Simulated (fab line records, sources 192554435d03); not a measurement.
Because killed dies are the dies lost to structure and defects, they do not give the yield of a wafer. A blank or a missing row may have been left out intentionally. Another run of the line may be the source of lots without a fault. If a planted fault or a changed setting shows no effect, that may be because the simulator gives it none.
Matching of chambers / flow n5_finfet / N5_DUMMY_REMOVAL_STRIP_10 on rie_diel-06 has 4 sister chambers
The step strips in N2/H2, time 40 s. 18 wafers are shown with their chamber, then 9 later ones without.

## EACH WAFER AND ITS CHAMBER
wafer=L074.2; chamber=2; drypump_motor_current_A (A)=4.7; showerhead_plenum_p_Torr (Torr)=3.35; throttle_valve_pct (%)=12.50
wafer=L074.3; chamber=3; drypump_motor_current_A (A)=4.8; showerhead_plenum_p_Torr (Torr)=3.41; throttle_valve_pct (%)=12.06
wafer=L074.4; chamber=2; drypump_motor_current_A (A)=4.7; showerhead_plenum_p_Torr (Torr)=3.35; throttle_valve_pct (%)=12.49
wafer=L081.1; chamber=2; drypump_motor_current_A (A)=4.8; showerhead_plenum_p_Torr (Torr)=3.35; throttle_valve_pct (%)=12.52
wafer=L081.3; chamber=3; drypump_motor_current_A (A)=4.7; showerhead_plenum_p_Torr (Torr)=3.40; throttle_valve_pct (%)=12.12
wafer=L081.6; chamber=1; drypump_motor_current_A (A)=5.4; showerhead_plenum_p_Torr (Torr)=3.52; throttle_valve_pct (%)=11.83
wafer=L088.1; chamber=2; drypump_motor_current_A (A)=4.7; showerhead_plenum_p_Torr (Torr)=3.34; throttle_valve_pct (%)=12.55
wafer=L088.5; chamber=1; drypump_motor_current_A (A)=5.4; showerhead_plenum_p_Torr (Torr)=3.51; throttle_valve_pct (%)=11.86
wafer=L088.6; chamber=0; drypump_motor_current_A (A)=6.3; showerhead_plenum_p_Torr (Torr)=3.23; throttle_valve_pct (%)=12.75
wafer=L090.1; chamber=1; drypump_motor_current_A (A)=5.4; showerhead_plenum_p_Torr (Torr)=3.51; throttle_valve_pct (%)=11.89
wafer=L090.3; chamber=2; drypump_motor_current_A (A)=4.7; showerhead_plenum_p_Torr (Torr)=3.34; throttle_valve_pct (%)=12.57
wafer=L090.5; chamber=1; drypump_motor_current_A (A)=5.4; showerhead_plenum_p_Torr (Torr)=3.51; throttle_valve_pct (%)=11.88
wafer=L091.2; chamber=3; drypump_motor_current_A (A)=4.7; showerhead_plenum_p_Torr (Torr)=3.39; throttle_valve_pct (%)=12.16
wafer=L091.5; chamber=3; drypump_motor_current_A (A)=4.7; showerhead_plenum_p_Torr (Torr)=3.39; throttle_valve_pct (%)=12.15
wafer=L091.6; chamber=2; drypump_motor_current_A (A)=4.7; showerhead_plenum_p_Torr (Torr)=3.34; throttle_valve_pct (%)=12.56
wafer=L094.3; chamber=2; drypump_motor_current_A (A)=4.8; showerhead_plenum_p_Torr (Torr)=3.33; throttle_valve_pct (%)=12.57
wafer=L094.4; chamber=0; drypump_motor_current_A (A)=6.3; showerhead_plenum_p_Torr (Torr)=3.23; throttle_valve_pct (%)=12.77
wafer=L094.6; chamber=2; drypump_motor_current_A (A)=4.7; showerhead_plenum_p_Torr (Torr)=3.33; throttle_valve_pct (%)=12.59

SIGNATURES (averages over the wafers above)
reading=drypump_motor_current_A; chamber 0=6.300; chamber 1=5.400; chamber 2=4.725; chamber 3=4.725; scatter within a chamber=0.0401
reading=showerhead_plenum_p_Torr; chamber 0=3.2300; chamber 1=3.5125; chamber 2=3.3413; chamber 3=3.3975; scatter within a chamber=0.00773
reading=throttle_valve_pct; chamber 0=12.7600; chamber 1=11.8650; chamber 2=12.5437; chamber 3=12.1225; scatter within a chamber=0.0354
Rule: for a wafer and a chamber, the distance is found by dividing, reading by reading, the gap between the wafer's reading and the chamber's mean by the reading's scatter, squaring, summing and taking the root. If the next closest chamber is less than 2 further off than the closest, the wafer can't be placed; otherwise it belongs to the closest. The scatter is the square root of a quotient: the sum, over the shown wafers, of each reading's squared deviation from its chamber's mean, divided by wafers minus chambers.

## WAFERS WITHOUT THEIR CHAMBER
wafer=L095.2; drypump_motor_current_A (A)=6.2; showerhead_plenum_p_Torr (Torr)=3.23; throttle_valve_pct (%)=12.78
wafer=L095.5; drypump_motor_current_A (A)=5.4; showerhead_plenum_p_Torr (Torr)=3.51; throttle_valve_pct (%)=11.91
wafer=L095.6; drypump_motor_current_A (A)=4.7; showerhead_plenum_p_Torr (Torr)=3.33; throttle_valve_pct (%)=12.58
wafer=L096.4; drypump_motor_current_A (A)=6.2; showerhead_plenum_p_Torr (Torr)=3.22; throttle_valve_pct (%)=12.80
wafer=L096.5; drypump_motor_current_A (A)=5.4; showerhead_plenum_p_Torr (Torr)=3.50; throttle_valve_pct (%)=11.88
wafer=L096.6; drypump_motor_current_A (A)=6.2; showerhead_plenum_p_Torr (Torr)=3.22; throttle_valve_pct (%)=12.79
wafer=L097.2; drypump_motor_current_A (A)=4.8; showerhead_plenum_p_Torr (Torr)=3.39; throttle_valve_pct (%)=12.20
wafer=L097.4; drypump_motor_current_A (A)=5.4; showerhead_plenum_p_Torr (Torr)=3.50; throttle_valve_pct (%)=11.91
wafer=L097.6; drypump_motor_current_A (A)=4.8; showerhead_plenum_p_Torr (Torr)=3.39; throttle_valve_pct (%)=12.19

## CHAMBER TAKEN BY EACH
wafer=L095.2; from the rows above=0; in truth=0
wafer=L095.5; from the rows above=1; in truth=1
wafer=L095.6; from the rows above=2; in truth=2
wafer=L096.4; from the rows above=0; in truth=0
wafer=L096.5; from the rows above=1; in truth=1
wafer=L096.6; from the rows above=0; in truth=0
wafer=L097.2; from the rows above=3; in truth=3
wafer=L097.4; from the rows above=1; in truth=1
wafer=L097.6; from the rows above=3; in truth=3
Correct placement for 9 of the 9. Number that these rows cannot place: 0. Wrongly placed: 0.
